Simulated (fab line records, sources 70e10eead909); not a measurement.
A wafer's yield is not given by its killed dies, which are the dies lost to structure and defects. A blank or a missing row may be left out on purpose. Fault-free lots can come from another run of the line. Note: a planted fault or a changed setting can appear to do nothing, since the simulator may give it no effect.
Matching of chambers | flow nand_harc | NHARC_A_CONTACT_DEP_85 on pecvd-01 has 3 sister chambers
The step deposits SiON, target thk 60 nm. 16 wafers are shown with their chamber, then 8 later ones without.

## WAFERS, EACH WITH ITS CHAMBER
wafer  | chamber | heater_power_w (W) | heater_power_outer_w (W) | susceptor_temp_C (C)
L078.2 | 1       | 755                | 425                      | 399.97
L078.3 | 0       | 751                | 434                      | 400.29
L078.6 | 2       | 554                | 295                      | 399.90
L079.2 | 2       | 612                | 345                      | 399.93
L079.4 | 2       | 629                | 353                      | 399.81
L079.6 | 2       | 633                | 341                      | 400.01
L082.2 | 2       | 609                | 333                      | 399.62
L082.5 | 2       | 614                | 354                      | 399.69
L082.6 | 0       | 789                | 463                      | 400.06
L081.1 | 0       | 841                | 481                      | 400.06
L081.5 | 2       | 634                | 359                      | 400.17
L081.6 | 0       | 812                | 496                      | 400.04
L087.3 | 0       | 913                | 547                      | 399.95
L087.5 | 2       | 600                | 336                      | 399.97
L087.6 | 0       | 895                | 538                      | 400.13
L091.2 | 0       | 842                | 488                      | 400.13

SIGNATURES, as means of the wafers listed above
reading              | chamber 0 | chamber 1 | chamber 2 | scatter within a chamber
heater_power_w       | 834.71    | 755.00    | 610.62    | 43.1
heater_power_outer_w | 492.43    | 425.00    | 339.50    | 30.8
susceptor_temp_C     | 400.0943  | 399.9700  | 399.8875  | 0.149
Rule: distance of a wafer from a chamber = root of the sum over the readings of ((wafer's reading minus chamber's mean) / reading's scatter) squared. If the next closest chamber is less than 2 further off than the closest, the wafer can't be placed; otherwise it belongs to the closest. The scatter is the square root of a quotient: the sum, over the shown wafers, of each reading's squared deviation from its chamber's mean, divided by wafers minus chambers.

## WAFERS WHOSE CHAMBER IS MISSING
wafer  | heater_power_w (W) | heater_power_outer_w (W) | susceptor_temp_C (C)
L091.3 | 702                | 402                      | 399.89
L091.6 | 547                | 301                      | 399.44
L097.2 | 487                | 264                      | 400.25
L097.5 | 770                | 460                      | 400.05
L097.6 | 794                | 462                      | 400.16
L096.1 | 899                | 543                      | 400.38
L096.3 | 913                | 550                      | 400.08
L096.4 | 824                | 469                      | 400.32

## WHICH CHAMBER EACH WENT THROUGH
wafer  | from the rows above     | in truth
L091.3 | can't be placed: 1 or 2 | 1
L091.6 | 2                       | 2
L097.2 | 2                       | 2
L097.5 | can't be placed: 1 or 0 | 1
L097.6 | can't be placed: 0 or 1 | 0
L096.1 | 0                       | 0
L096.3 | 0                       | 0
L096.4 | can't be placed: 0 or 1 | 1
Correct placement for 4 of the 8. From these rows, 4 cannot be placed; in 4 the true chamber is one of the candidates. Wrongly placed: 0.
